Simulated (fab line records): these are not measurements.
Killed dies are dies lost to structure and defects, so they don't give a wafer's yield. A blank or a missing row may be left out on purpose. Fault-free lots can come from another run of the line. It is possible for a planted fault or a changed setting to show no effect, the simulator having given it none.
Matching of chambers | flow nand harc | 3 sister chambers for NHARC_A_SGD_CUT_DEP_00 on pecvd-03
The step deposits SiNx, target thk 50 nm. 6 wafers are shown with their chamber, then 7 later ones without.

== EACH WAFER AND ITS CHAMBER ==
wafer  | chamber | heater power w (W)
L079.6 | 1       | 654
L081.4 | 0       | 626
L082.4 | 2       | 760
L082.5 | 1       | 615
L086.1 | 2       | 640
L086.2 | 0       | 612

== WAFERS MISSING THEIR CHAMBER ==
wafer  | heater power w (W)
L086.3 | 676
L085.4 | 648
L085.5 | 709
L085.6 | 662
L095.2 | 626
L095.4 | 625
L095.6 | 597

== CHAMBER TAKEN BY EACH ==
wafer  | from the rows above          | in truth
L086.3 | can't be placed: 2 or 1 or 0 | 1
L085.4 | can't be placed: 1 or 0 or 2 | 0
L085.5 | can't be placed: 2 or 1 or 0 | 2
L085.6 | can't be placed: 1 or 2 or 0 | 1
L095.2 | can't be placed: 0 or 1 or 2 | 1
L095.4 | can't be placed: 0 or 1 or 2 | 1
L095.6 | can't be placed: 0 or 1 or 2 | 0
Placed correctly: 0 of 7. Cannot be placed on the basis of these rows: 7; the candidates contain the true chamber in 7. Wrongly placed: 0.
How it was worked out, from the rows above alone: a wafer's distance from a chamber is the root of the sum, over the readings, of the square of ((its reading less the chamber's mean) divided by the reading's scatter). The wafer belongs to the nearest chamber; if the next one is less than 2 further off, it can't be placed. For every chamber, the mean is computed from those of its wafers that are shown. The scatter: take each reading less its chamber's mean, square it, sum over the shown wafers, divide by the number of wafers less the number of chambers, and take the root.
